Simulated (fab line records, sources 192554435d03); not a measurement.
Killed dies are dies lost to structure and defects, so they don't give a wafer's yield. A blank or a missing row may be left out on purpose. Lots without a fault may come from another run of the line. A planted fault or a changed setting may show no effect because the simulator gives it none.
Problem report in the 8D (eight disciplines) form, filled by code | flow n5_finfet | the parts of the form that need people (team, actions taken, sign-off) are left out

1. THE PROBLEM
power_w at N5_HKMG_FIN_STRIP_90 reads a mean of 288.1 W on 6 wafers of 2 lots; wafers without a fault read 500.0 W with a standard deviation of 1.5. That is -99 or more standard deviations from the usual mean.
The step: strips SOC in N2/H2, time 20 s.
First seen on wafer L626.1, day 9 11:44, on rie_diel-02. The record holds 30 wafers of 10 lots with a number at this step. Rule for "out", or "out of limits": more than 4 standard deviations from the usual mean. The other wafers with a number count as sound.

2. WHAT IT IS AND WHAT IT IS NOT
question                    | is                     | is not
which readings at this step | power_w                | rf_vpp_V, showerhead_plenum_p_Torr, throttle_valve_pct
which lots                  | L626, L627             | L605, L606, L607, L610, L616, L617, L620, L625
which wafers of those lots  | all that have a number | -
read on which tools         | rie_diel-02            | rie_diel-04
when                        | from day 9 11:44       | up to then (24 sound wafers)

3. SUSPECTS, AND WHAT RULES EACH OUT
Counting: a tool at a process step up to the reading stays a suspect if it ran every lot that is out and no sound lot after the first of them.
- ald_metal-04 at N5_HKMG_FIN_ALD_36 (deposits TiN, target thk 1 nm, pulse time 1 s, purge time 3 s): kept. It ran every lot that is out, first L626 (day 9 08:03), and no sound lot after that; its last sound lot up to then is L617 (day 7 04:41).
- rie_diel-02 at N5_HKMG_FIN_STRIP_90 (strips SOC in N2/H2, time 20 s): kept. It ran every lot that is out, first L626 (day 9 11:44), and no sound lot after that; its last sound lot up to then is L625 (day 9 05:37). Its own readings are out on those wafers: power_w.
Left after counting: ald_metal-04 at N5_HKMG_FIN_ALD_36, rie_diel-02 at N5_HKMG_FIN_STRIP_90.

4. THE CAUSE (what the simulator had put in)
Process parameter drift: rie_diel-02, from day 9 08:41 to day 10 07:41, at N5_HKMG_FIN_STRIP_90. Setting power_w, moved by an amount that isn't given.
Counting left 2 suspects, and this tool is among them.

5. THE CHAIN OF EFFECTS, in route order
Each row: a reading whose mean over the struck wafers that have a number lies more than 3 standard deviations from the usual. Only readings for which the record gives a usual standard deviation are gone through. hours: the time from each lot's start at the first step in this table that gives one to its start at this step, as a median over the lots. sigmas: the change in usual standard deviations.
hours | step                 | reading | usual   | on struck wafers | change | sigmas
0     | N5_HKMG_FIN_STRIP_90 | power_w | 500.0 W | 288.1            | -211.9 | -99 or more
The process steps in it:
- N5_HKMG_FIN_STRIP_90: strips SOC in N2/H2, time 20 s.
Later measuring or inspecting steps at which every struck wafer that the step has a row for has a number for every such reading, and none has moved that far: N5_BEOL_M4_RC_MEAS_101.

6. WHAT WOULD HAVE CAUGHT IT SOONER
In this record the first reading out of limits was taken at day 9 11:44, 3 hours after the fault began at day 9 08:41.
